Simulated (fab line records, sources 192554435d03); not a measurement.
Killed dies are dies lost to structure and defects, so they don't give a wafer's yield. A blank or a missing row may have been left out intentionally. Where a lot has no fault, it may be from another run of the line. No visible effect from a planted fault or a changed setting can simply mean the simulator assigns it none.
A lot that was struck, set against a sound lot | flow n5 finfet | 15 steps out of a route of 1938
Sound: the wafers L853.1, L853.2, L853.5. Struck: wafer L861.6 (left out: L861.1, L861.2 of the same lot, which were not struck); the cause appears at the end.
Order at every step that has rows: each side's tool, ch and its chambers, its first start. Under that, the readings that differ: sound wafers | struck wafers | difference of the means | sigmas: that difference in standard deviations of wafers without a fault.
alike: same words and numbers on both sides, and readings whose means sit less than 2 such deviations apart. not compared: any withheld reading, any reading some wafer has no value for, any bound like >300 that may hide the same value, and any number with overlapping values for which the record gives no deviation.
The two part at a step that has a row with sigmas, a row that says differs or no value, or rows on one side only. Non-overlapping numbers with no deviation appear without sigmas and do not part them. Lack of a reading on every wafer of one side parts them only where that side has two or more wafers.

first, 5 steps without rows for these wafers: N5_BEOL_M11_EBR_24; N5_BEOL_M11_SOFTBAKE_23 (time 60 s); N5_BEOL_M11_EXPOSE_25 (exposes mask V10); N5_BEOL_M11_PEB_26 (peb time 60 s); N5_BEOL_M11_DEVELOP_27 (develop time 30 s).
N5_BEOL_M11_CD_MEAS_28 targets a cd of 70 nm.
  sound on cd sem-02 ch 0, day 10 09:29; struck on cd sem-01 ch 0, day 13 06:46
  alike: cd nm
N5_BEOL_M11_OVL_MEAS_29:
  sound on overlay-02 ch 0, day 10 09:31; struck on overlay-01 ch 0, day 13 06:47
  alike: V10_OVL
N5_BEOL_M11_INSPECT_30: inspects for defects (brightfield).
  struck on defect inspect-01, day 13 06:49; sound on defect inspect-02, day 10 09:33
  alike: raw defect count
N5_BEOL_M11_DESCUM_33: chemistry O2, time 7.9 s.
  sound on rie diel-05 ch 0,1,2, day 10 09:35; struck on rie diel-03 ch 0, day 13 06:52
  alike: drypump motor current A, oes product au, rf vpp V, showerhead plenum p Torr, throttle valve pct
  not compared: rf hours counter h
N5_BEOL_M11_ETCH_65: etches SiARC in CF4, target depth 39 nm, time 65 s.
  sound on rie diel-05 ch 0,1,2, day 10 09:37; struck on rie diel-03 ch 0, day 13 06:53
  alike: drypump motor current A, etch rf on time s, oes product au, rf vpp V, showerhead plenum p Torr, throttle valve pct
  not compared: rf hours counter h
N5_BEOL_M11_ETCH_66: etches SOC in N2/H2, target depth 120 nm, overetch 24 nm, time 180 s.
  sound on rie diel-05 ch 0,1,2, day 10 09:40; struck on rie diel-03 ch 0, day 13 06:56
  alike: drypump motor current A, oes product au, rf vpp V, showerhead plenum p Torr, throttle valve pct
  not compared: rf hours counter h
then, 1 step without rows for these wafers: N5_BEOL_M11_STRIP_69 (strips in N2/H2).
N5_BEOL_M11_VIA_ETCH_34: etches SiCOH lowk in C4F6/O2, target depth 184.5 nm, time 69.2 s.
  sound on rie diel-05 ch 0,1,2, day 10 09:47; struck on rie diel-03 ch 0, day 13 07:04
  reading                                   | sound           | struck | difference | sigmas
  oes product au (a.u.)                     | 0.72 0.81 0.69  | 1.07   | +0.33      | +5
  model.etch.depth nm (nm)                  | 182.1 188.5 180 | 288    | +104       |
  model.SOC_of_BEOL_M11_COAT_63.thk nm (nm) | 92.2 91.8 92    | 88     | -4         |
  alike: C4F6_flow_sccm, drypump motor current A, oes_o_777_au, rf vpp V, showerhead plenum p Torr, throttle valve pct
  not compared: rf hours counter h
then, 1 step without rows for these wafers: N5_BEOL_M11_STRIP_73 (strips in C4F6/O2).
N5_PASSIVATION_PROBE_49:
  rows exist in the record for the struck wafers here (prober-02, day 15 01:12), but not for the sound ones

WHERE THEY PART
Last at N5_PASSIVATION_PROBE_49 as far as this record goes, first at N5_BEOL_M11_VIA_ETCH_34.

WHY: what had been put in by the simulator
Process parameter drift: rie diel-03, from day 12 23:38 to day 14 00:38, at N5_BEOL_M11_VIA_ETCH_34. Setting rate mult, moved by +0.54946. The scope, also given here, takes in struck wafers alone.
